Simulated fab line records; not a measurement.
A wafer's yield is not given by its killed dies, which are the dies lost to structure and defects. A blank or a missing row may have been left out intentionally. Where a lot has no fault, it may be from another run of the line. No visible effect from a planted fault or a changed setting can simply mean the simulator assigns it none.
Which of the tools did it? / flow nand_harc / 24 lots with 72 wafers sampled at 4 steps, on a route of 1302 steps

WHAT THE GAUGES READ, wafer by wafer
NHARC_A_CONTACT_CD_MEAS_15. Usual: 190.2 nm for cd_nm, sd 0.82.
lot=L074; measured=day 22 10:08; on=cd_sem-02; cd_nm (nm)=188.7 189.7 189.6; flag=
lot=L075; measured=day 22 13:53; on=cd_sem-01; cd_nm (nm)=191.5 192.0 190.3; flag=
lot=L078; measured=day 23 19:07; on=cd_sem-03; cd_nm (nm)=190.6 191.5 191.1; flag=
lot=L077; measured=day 23 19:31; on=cd_sem-02; cd_nm (nm)=191.0 190.8 191.0; flag=
lot=L076; measured=day 23 22:53; on=cd_sem-03; cd_nm (nm)=190.5 191.3 190.7; flag=
lot=L079; measured=day 24 09:20; on=cd_sem-03; cd_nm (nm)=189.6 190.7 190.4; flag=
lot=L081; measured=day 25 02:07; on=cd_sem-01; cd_nm (nm)=189.6 189.6 190.1; flag=
lot=L080; measured=day 25 03:06; on=cd_sem-01; cd_nm (nm)=190.5 190.6 190.5; flag=
lot=L082; measured=day 25 18:19; on=cd_sem-01; cd_nm (nm)=190.2 190.5 189.8; flag=
lot=L084; measured=day 26 20:10; on=cd_sem-01; cd_nm (nm)=190.1 191.3 190.8; flag=
lot=L083; measured=day 27 03:37; on=cd_sem-02; cd_nm (nm)=191.4 189.9 189.5; flag=
lot=L085; measured=day 27 08:53; on=cd_sem-03; cd_nm (nm)=190.3 190.7 189.9; flag=
lot=L086; measured=day 28 08:35; on=cd_sem-01; cd_nm (nm)=189.7 189.6 189.5; flag=
lot=L089; measured=day 28 12:29; on=cd_sem-02; cd_nm (nm)=189.6 190.8 190.6; flag=
lot=L087; measured=day 28 12:59; on=cd_sem-01; cd_nm (nm)=191.0 188.5 189.5; flag=
lot=L088; measured=day 28 19:20; on=cd_sem-02; cd_nm (nm)=189.2 190.0 190.0; flag=
lot=L090; measured=day 29 01:05; on=cd_sem-01; cd_nm (nm)=188.6 190.1 190.3; flag=
lot=L092; measured=day 30 01:20; on=cd_sem-03; cd_nm (nm)=189.1 190.2 189.9; flag=
lot=L091; measured=day 30 02:23; on=cd_sem-02; cd_nm (nm)=191.3 190.5 190.7; flag=
lot=L095; measured=day 30 17:20; on=cd_sem-02; cd_nm (nm)=188.8 188.2 189.6; flag=
lot=L093; measured=day 30 18:39; on=cd_sem-02; cd_nm (nm)=189.8 189.4 190.8; flag=
lot=L094; measured=day 30 21:58; on=cd_sem-02; cd_nm (nm)=189.6 189.3 189.5; flag=
lot=L096; measured=day 31 08:57; on=cd_sem-02; cd_nm (nm)=189.8 188.6 189.3; flag=
lot=L097; measured=day 32 00:20; on=cd_sem-02; cd_nm (nm)=190.5 191.2 191.2; flag=

NHARC_A_BLC_CD_MEAS_19. Usual: 99.3 nm for cd_nm, sd 2.7.
lot=L074; measured=day 22 14:14; on=cd_sem-02; cd_nm (nm)=93.1 104.6 94.4; flag=
lot=L075; measured=day 22 17:59; on=cd_sem-01; cd_nm (nm)=93.2 99.0 93.3; flag=
lot=L078; measured=day 23 23:31; on=cd_sem-03; cd_nm (nm)=100.2 100.4 102.4; flag=
lot=L077; measured=day 24 00:14; on=cd_sem-03; cd_nm (nm)=99.6 104.3 94.8; flag=
lot=L076; measured=day 24 02:52; on=cd_sem-02; cd_nm (nm)=100.3 93.8 103.0; flag=
lot=L079; measured=day 24 13:17; on=cd_sem-01; cd_nm (nm)=97.6 98.5 98.9; flag=
lot=L081; measured=day 25 06:59; on=cd_sem-03; cd_nm (nm)=97.8 100.6 101.3; flag=
lot=L080; measured=day 25 07:11; on=cd_sem-01; cd_nm (nm)=102.9 97.2 101.0; flag=
lot=L082; measured=day 25 22:17; on=cd_sem-01; cd_nm (nm)=95.9 93.7 96.0; flag=
lot=L084; measured=day 27 00:18; on=cd_sem-01; cd_nm (nm)=100.3 102.5 99.1; flag=
lot=L083; measured=day 27 07:45; on=cd_sem-03; cd_nm (nm)=100.3 100.9 101.0; flag=
lot=L085; measured=day 27 12:58; on=cd_sem-03; cd_nm (nm)=100.8 98.1 99.0; flag=
lot=L086; measured=day 28 12:50; on=cd_sem-02; cd_nm (nm)=102.0 101.7 98.6; flag=
lot=L089; measured=day 28 16:37; on=cd_sem-02; cd_nm (nm)=102.6 100.6 103.1; flag=
lot=L087; measured=day 28 17:09; on=cd_sem-01; cd_nm (nm)=100.6 99.7 103.3; flag=
lot=L088; measured=day 28 23:23; on=cd_sem-01; cd_nm (nm)=100.0 103.0 101.1; flag=
lot=L090; measured=day 29 05:56; on=cd_sem-02; cd_nm (nm)=104.0 101.4 99.8; flag=
lot=L092; measured=day 30 05:32; on=cd_sem-03; cd_nm (nm)=98.5 97.4 103.0; flag=
lot=L091; measured=day 30 06:29; on=cd_sem-02; cd_nm (nm)=98.1 105.0 97.2; flag=
lot=L095; measured=day 30 21:28; on=cd_sem-02; cd_nm (nm)=97.7 93.7 97.4; flag=
lot=L093; measured=day 30 22:49; on=cd_sem-03; cd_nm (nm)=99.2 101.4 99.9; flag=
lot=L094; measured=day 31 02:26; on=cd_sem-03; cd_nm (nm)=95.3 98.0 102.7; flag=
lot=L096; measured=day 31 13:49; on=cd_sem-02; cd_nm (nm)=97.6 100.9 95.7; flag=
lot=L097; measured=day 32 04:19; on=cd_sem-02; cd_nm (nm)=101.7 100.7 95.9; flag=

TOOL THAT RAN EACH LOT (tool first, then ch and the chambers of the sampled wafers, then the start)
lot=L074; NHARC_A_CONTACT_ETCH_135=har_cap_etch-02 ch 0,1, day 22 08:19; NHARC_A_BLC_ETCH_17=rie_diel-02 ch 0,1, day 22 14:14 or earlier
lot=L075; NHARC_A_CONTACT_ETCH_135=har_cap_etch-01 ch 0,1, day 22 12:05; NHARC_A_BLC_ETCH_17=rie_diel-12 ch 0,2,3, day 22 17:59 or earlier
lot=L078; NHARC_A_CONTACT_ETCH_135=har_cap_etch-02 ch 0,1, day 23 17:16; NHARC_A_BLC_ETCH_17=rie_diel-02 ch 1,2,3, day 23 23:31 or earlier
lot=L077; NHARC_A_CONTACT_ETCH_135=har_cap_etch-03 ch 0,1, day 23 17:39; NHARC_A_BLC_ETCH_17=rie_diel-02 ch 0,2,3, day 24 00:14 or earlier
lot=L076; NHARC_A_CONTACT_ETCH_135=har_cap_etch-01 ch 0,1, day 23 21:05; NHARC_A_BLC_ETCH_17=rie_diel-02 ch 0,1,2, day 24 02:52 or earlier
lot=L079; NHARC_A_CONTACT_ETCH_135=har_cap_etch-02 ch 0,1, day 24 07:31; NHARC_A_BLC_ETCH_17=rie_diel-08 ch 0,2,3, day 24 13:17 or earlier
lot=L081; NHARC_A_CONTACT_ETCH_135=har_cap_etch-03 ch 0,1, day 25 00:14; NHARC_A_BLC_ETCH_17=rie_diel-02 ch 0,3, day 25 06:59 or earlier
lot=L080; NHARC_A_CONTACT_ETCH_135=har_cap_etch-01 ch 0,1, day 25 01:22; NHARC_A_BLC_ETCH_17=rie_diel-08 ch 0,3, day 25 07:11 or earlier
lot=L082; NHARC_A_CONTACT_ETCH_135=har_cap_etch-02 ch 1, day 25 16:28; NHARC_A_BLC_ETCH_17=rie_diel-02 ch 0,1,2, day 25 22:17 or earlier
lot=L084; NHARC_A_CONTACT_ETCH_135=har_cap_etch-02 ch 0,1, day 26 18:14; NHARC_A_BLC_ETCH_17=rie_diel-08 ch 0,2,3, day 27 00:18 or earlier
lot=L083; NHARC_A_CONTACT_ETCH_135=har_cap_etch-03 ch 0,1, day 27 01:22; NHARC_A_BLC_ETCH_17=rie_diel-08 ch 0,1, day 27 07:45 or earlier
lot=L085; NHARC_A_CONTACT_ETCH_135=har_cap_etch-02 ch 0,1, day 27 06:50; NHARC_A_BLC_ETCH_17=rie_diel-02 ch 0,1,2, day 27 12:58 or earlier
lot=L086; NHARC_A_CONTACT_ETCH_135=har_cap_etch-02 ch 0,1, day 28 06:44; NHARC_A_BLC_ETCH_17=rie_diel-08 ch 0,1,2, day 28 12:50 or earlier
lot=L089; NHARC_A_CONTACT_ETCH_135=har_cap_etch-02 ch 0,1, day 28 10:46; NHARC_A_BLC_ETCH_17=rie_diel-02 ch 1,2, day 28 16:37 or earlier
lot=L087; NHARC_A_CONTACT_ETCH_135=har_cap_etch-01 ch 0,1, day 28 11:12; NHARC_A_BLC_ETCH_17=rie_diel-08 ch 1,2,3, day 28 17:09 or earlier
lot=L088; NHARC_A_CONTACT_ETCH_135=har_cap_etch-02 ch 0,1, day 28 17:29; NHARC_A_BLC_ETCH_17=rie_diel-02 ch 0,1,2, day 28 23:23 or earlier
lot=L090; NHARC_A_CONTACT_ETCH_135=har_cap_etch-01 ch 0, day 28 23:16; NHARC_A_BLC_ETCH_17=rie_diel-08 ch 0,1,2, day 29 05:56 or earlier
lot=L092; NHARC_A_CONTACT_ETCH_135=har_cap_etch-02 ch 0,1, day 29 23:34; NHARC_A_BLC_ETCH_17=rie_diel-02 ch 2,3, day 30 05:32 or earlier
lot=L091; NHARC_A_CONTACT_ETCH_135=har_cap_etch-01 ch 1, day 30 00:35; NHARC_A_BLC_ETCH_17=rie_diel-08 ch 0,2,3, day 30 06:29 or earlier
lot=L095; NHARC_A_CONTACT_ETCH_135=har_cap_etch-01 ch 0,1, day 30 15:29; NHARC_A_BLC_ETCH_17=rie_diel-12 ch 0,2,3, day 30 21:28 or earlier
lot=L093; NHARC_A_CONTACT_ETCH_135=har_cap_etch-02 ch 0, day 30 16:50; NHARC_A_BLC_ETCH_17=rie_diel-02 ch 0,1, day 30 22:49 or earlier
lot=L094; NHARC_A_CONTACT_ETCH_135=har_cap_etch-03 ch 0,1, day 30 20:14; NHARC_A_BLC_ETCH_17=rie_diel-08 ch 1,2,3, day 31 02:26 or earlier
lot=L096; NHARC_A_CONTACT_ETCH_135=har_cap_etch-03 ch 0,1, day 31 07:13; NHARC_A_BLC_ETCH_17=rie_diel-08 ch 1,2,3, day 31 13:49 or earlier
lot=L097; NHARC_A_CONTACT_ETCH_135=har_cap_etch-02 ch 0,1, day 31 22:33; NHARC_A_BLC_ETCH_17=rie_diel-08 ch 2,3, day 32 04:19 or earlier
- NHARC_A_CONTACT_ETCH_135: etches the open film in C4F8/O2/Ar, time 311 s, target depth 1912 nm.
- NHARC_A_BLC_ETCH_17: etches the open film in N2/H2, target depth 390 nm, time 609.38 s.

AS READ BY THE TOOLS THEMSELVES (means over the sampled wafers that have a number; for cases with no such wafer, the mark the record gives instead)
NHARC_A_BLC_ETCH_17. Usual: drypump_motor_current_A 5.6 A, standard deviation 0.35; oes_product_au 1.004 a.u., standard deviation 0.014; rf_vpp_V 429.3 V, standard deviation 2.2; showerhead_plenum_p_Torr 2.00 Torr, standard deviation 0.079; throttle_valve_pct 14.172 %, standard deviation 0.0083.
lot=L074; tool=rie_diel-02; drypump_motor_current_A (A)=5.3; oes_product_au (a.u.)=1.017; rf_vpp_V (V)=428.7; showerhead_plenum_p_Torr (Torr)=1.97; throttle_valve_pct (%)=14.174; flag=
lot=L075; tool=rie_diel-12; drypump_motor_current_A (A)=5.8; oes_product_au (a.u.)=0.993; rf_vpp_V (V)=429.8; showerhead_plenum_p_Torr (Torr)=2.02; throttle_valve_pct (%)=14.169; flag=
lot=L078; tool=rie_diel-02; drypump_motor_current_A (A)=5.6; oes_product_au (a.u.)=1.011; rf_vpp_V (V)=430.9; showerhead_plenum_p_Torr (Torr)=2.04; throttle_valve_pct (%)=14.170; flag=
lot=L077; tool=rie_diel-02; drypump_motor_current_A (A)=5.5; oes_product_au (a.u.)=1.013; rf_vpp_V (V)=428.6; showerhead_plenum_p_Torr (Torr)=1.97; throttle_valve_pct (%)=14.170; flag=
lot=L076; tool=rie_diel-02; drypump_motor_current_A (A)=5.5; oes_product_au (a.u.)=1.017; rf_vpp_V (V)=429.1; showerhead_plenum_p_Torr (Torr)=1.99; throttle_valve_pct (%)=14.174; flag=
lot=L079; tool=rie_diel-08; drypump_motor_current_A (A)=5.8; oes_product_au (a.u.)=1.013; rf_vpp_V (V)=429.1; showerhead_plenum_p_Torr (Torr)=2.00; throttle_valve_pct (%)=14.168; flag=
lot=L081; tool=rie_diel-02; drypump_motor_current_A (A)=5.2; oes_product_au (a.u.)=0.999; rf_vpp_V (V)=427.8; showerhead_plenum_p_Torr (Torr)=1.96; throttle_valve_pct (%)=14.175; flag=
lot=L080; tool=rie_diel-08; drypump_motor_current_A (A)=5.9; oes_product_au (a.u.)=0.999; rf_vpp_V (V)=429.2; showerhead_plenum_p_Torr (Torr)=1.97; throttle_valve_pct (%)=14.166; flag=
lot=L082; tool=rie_diel-02; drypump_motor_current_A (A)=5.5; oes_product_au (a.u.)=1.016; rf_vpp_V (V)=429.3; showerhead_plenum_p_Torr (Torr)=1.99; throttle_valve_pct (%)=14.177; flag=
lot=L084; tool=rie_diel-08; drypump_motor_current_A (A)=5.7; oes_product_au (a.u.)=1.012; rf_vpp_V (V)=428.9; showerhead_plenum_p_Torr (Torr)=2.00; throttle_valve_pct (%)=14.180; flag=
lot=L083; tool=rie_diel-08; drypump_motor_current_A (A)=5.4; oes_product_au (a.u.)=0.993; rf_vpp_V (V)=428.8; showerhead_plenum_p_Torr (Torr)=1.93; throttle_valve_pct (%)=14.180; flag=
lot=L085; tool=rie_diel-02; drypump_motor_current_A (A)=5.5; oes_product_au (a.u.)=1.004; rf_vpp_V (V)=428.9; showerhead_plenum_p_Torr (Torr)=1.98; throttle_valve_pct (%)=14.169; flag=
lot=L086; tool=rie_diel-08; drypump_motor_current_A (A)=5.5; oes_product_au (a.u.)=0.996; rf_vpp_V (V)=428.8; showerhead_plenum_p_Torr (Torr)=1.98; throttle_valve_pct (%)=14.169; flag=
lot=L089; tool=rie_diel-02; drypump_motor_current_A (A)=5.8; oes_product_au (a.u.)=1.003; rf_vpp_V (V)=429.6; showerhead_plenum_p_Torr (Torr)=2.00; throttle_valve_pct (%)=14.175; flag=
lot=L087; tool=rie_diel-08; drypump_motor_current_A (A)=5.8; oes_product_au (a.u.)=0.999; rf_vpp_V (V)=428.4; showerhead_plenum_p_Torr (Torr)=1.98; throttle_valve_pct (%)=14.166; flag=
lot=L088; tool=rie_diel-02; drypump_motor_current_A (A)=5.5; oes_product_au (a.u.)=1.011; rf_vpp_V (V)=428.8; showerhead_plenum_p_Torr (Torr)=1.98; throttle_valve_pct (%)=14.173; flag=
lot=L090; tool=rie_diel-08; drypump_motor_current_A (A)=5.5; oes_product_au (a.u.)=1.001; rf_vpp_V (V)=429.3; showerhead_plenum_p_Torr (Torr)=1.98; throttle_valve_pct (%)=14.173; flag=
lot=L092; tool=rie_diel-02; drypump_motor_current_A (A)=5.7; oes_product_au (a.u.)=1.001; rf_vpp_V (V)=428.6; showerhead_plenum_p_Torr (Torr)=1.98; throttle_valve_pct (%)=14.173; flag=
lot=L091; tool=rie_diel-08; drypump_motor_current_A (A)=5.7; oes_product_au (a.u.)=1.011; rf_vpp_V (V)=430.1; showerhead_plenum_p_Torr (Torr)=2.00; throttle_valve_pct (%)=14.167; flag=
lot=L095; tool=rie_diel-12; drypump_motor_current_A (A)=5.8; oes_product_au (a.u.)=1.005; rf_vpp_V (V)=429.2; showerhead_plenum_p_Torr (Torr)=2.00; throttle_valve_pct (%)=14.177; flag=
lot=L093; tool=rie_diel-02; drypump_motor_current_A (A)=5.2; oes_product_au (a.u.)=1.008; rf_vpp_V (V)=428.0; showerhead_plenum_p_Torr (Torr)=1.96; throttle_valve_pct (%)=14.169; flag=
lot=L094; tool=rie_diel-08; drypump_motor_current_A (A)=5.8; oes_product_au (a.u.)=1.002; rf_vpp_V (V)=428.6; showerhead_plenum_p_Torr (Torr)=1.97; throttle_valve_pct (%)=14.174; flag=
lot=L096; tool=rie_diel-08; drypump_motor_current_A (A)=5.8; oes_product_au (a.u.)=0.994; rf_vpp_V (V)=427.6; showerhead_plenum_p_Torr (Torr)=1.97; throttle_valve_pct (%)=14.172; flag=
lot=L097; tool=rie_diel-08; drypump_motor_current_A (A)=6.0; oes_product_au (a.u.)=1.005; rf_vpp_V (V)=428.8; showerhead_plenum_p_Torr (Torr)=1.99; throttle_valve_pct (%)=14.178; flag=

THE ANSWER, worked out from the rows above alone
Rule: take the mean of a lot's wafers that have a number; if it is more than 3 standard deviations from the usual mean, the lot is off. Also off: a lot with no number at a reading for which 4 or more lots have one. All remaining lots with rows at the step are treated as sound. First the gauges in route order, then the tools' own readings, where a lot's mean is used as printed above. The first step at which some lot is off is used, and at that step the reading that is off furthest; a lot without a number counts as furthest.
No lot is off on any of the readings shown, so nothing can be concluded from this.

WHAT THE SIMULATOR HAD PUT IN
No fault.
